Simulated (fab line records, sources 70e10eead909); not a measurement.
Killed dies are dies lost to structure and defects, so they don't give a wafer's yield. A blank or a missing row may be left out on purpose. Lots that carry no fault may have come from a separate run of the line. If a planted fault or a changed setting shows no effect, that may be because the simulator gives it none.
Which tool did it? -- flow nand harc -- at 1 step of a route of 1302, 12 lots with 36 wafers sampled

## WHAT EACH GAUGE READ, for each wafer
NHARC_A_ONON_D2_THK_MEAS_27: measures by ellipsometry.
lot,measured,on,thk nm (nm)
L075,day 13 08:41,film metro-02,993 994 994
L078,day 14 11:06,film metro-01,984 985 985
L079,day 14 23:31,film metro-02,1001 1002 1002
L081,day 15 08:54,film metro-02,1006 1009 1009
L082,day 16 08:07,film metro-01,1007 1007 1007
L086,day 18 00:59,film metro-02,1002 1001 1002
L087,day 18 15:57,film metro-02,1001 1000 998
L089,day 19 01:35,film metro-01,998 997 998
L090,day 19 15:13,film metro-01,1005 1005 1003
L092,day 20 07:22,film metro-01,998 998 999
L094,day 21 11:16,film metro-01,1007 1006 1008
L097,day 22 16:11,film metro-02,1001 999 1000

## WHAT TOOL EACH LOT RAN ON (gives the tool, then ch and the chambers of the sampled wafers, and finally the start)
No process step before these readings appears in the record.

## THE ANSWER, worked out from the rows above alone
Rule: the usual values come from the lots themselves. Put in order of their means at a reading, lots are off if they are a third of the lots or fewer, leave a main group of 4 or more, and stand apart from it by a gap of 3 or more times the standard deviation of the main group's means; of several such gaps the widest counts. The tables above print the reading to a certain number of digits; a main group whose means all agree to those digits is not used. Also off: a lot with no number at a reading for which 4 or more lots have one. Any other lot the step has rows for is counted as sound.
No lot is off at any reading shown: from this, nothing can be told.

## WHAT HAD BEEN PUT IN BY THE SIMULATOR
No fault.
